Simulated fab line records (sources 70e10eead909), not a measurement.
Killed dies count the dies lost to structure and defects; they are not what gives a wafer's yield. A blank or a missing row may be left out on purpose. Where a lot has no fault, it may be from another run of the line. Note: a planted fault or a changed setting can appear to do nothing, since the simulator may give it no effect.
Which tool is to blame?	flow nand_harc	Sampling: 6 lots, 18 wafers, 3 of 1302 route steps

== WHAT THE GAUGES READ, wafer by wafer ==
NHARC_A_ONON_D1_THK_MEAS_14: measures by ellipsometry.
lot	measured	on	thk_nm (nm)
L261	day 8 18:05	film_metro-01	984 984 986
L264	day 9 20:17	film_metro-02	986 988 987
L271	day 12 14:11	film_metro-01	901 901 901
L275	day 14 17:20	film_metro-01	995 994 994
L277	day 15 01:56	film_metro-01	996 997 995
L280	day 16 10:19	film_metro-01	998 997 997

== WHAT TOOL EACH LOT RAN ON (gives the tool, then ch and the chambers of the sampled wafers, and finally the start) ==
lot	NHARC_A_ZERO_WELL_DESCUM_12	NHARC_A_ONON_D1_DEP_12
L261	rie_diel-01 ch 0,1,2, day 7 17:51	pecvd_onon-01 ch 0, day 8 17:35
L264	rie_diel-03 ch 0,1,2, day 8 19:13	pecvd_onon-01 ch 0, day 9 19:46
L271	rie_diel-01 ch 1,3, day 11 13:12	pecvd_onon-04 ch 0, day 12 13:46
L275	rie_diel-03 ch 2,3, day 13 14:40	pecvd_onon-01 ch 0, day 14 16:49
L277	rie_diel-03 ch 0,1, day 14 02:01	pecvd_onon-01 ch 0, day 15 01:24
L280	rie_diel-03 ch 1,2,3, day 15 09:40	pecvd_onon-01 ch 0, day 16 09:48
- NHARC_A_ZERO_WELL_DESCUM_12: chemistry O2, time 3 s.
- NHARC_A_ONON_D1_DEP_12: target thk 1000 nm.

== THE ANSWER, worked out from the rows above alone ==
Rule: usual is defined by the lots themselves. The widest of any qualifying gaps counts: lots, ordered by their means at a reading, are off when they make up no more than a third of the lots, leave a main group of 4 or more, and stand apart from it by 3 or more times the standard deviation of that group's means. Not used: any main group whose means are identical at the precision the tables above print for the reading. A lot without any number at a reading at which 4 lots or more have one is off too. Any other lot the step has rows for is counted as sound.
Off: L271, at NHARC_A_ONON_D1_THK_MEAS_14 (thk_nm). Main group: mean 992 nm, sd 5.1.
If a tool, at a process step before that reading, ran all the lots that are off and no sound lot after the first of them, it fits. Gauges at NHARC_A_ONON_D1_THK_MEAS_14: tried the same way as those tools. Can't be told from this: 2 tools fit, rie_diel-01 at NHARC_A_ZERO_WELL_DESCUM_12, pecvd_onon-04 at NHARC_A_ONON_D1_DEP_12.

== WHAT THE SIMULATOR HAD INSERTED ==
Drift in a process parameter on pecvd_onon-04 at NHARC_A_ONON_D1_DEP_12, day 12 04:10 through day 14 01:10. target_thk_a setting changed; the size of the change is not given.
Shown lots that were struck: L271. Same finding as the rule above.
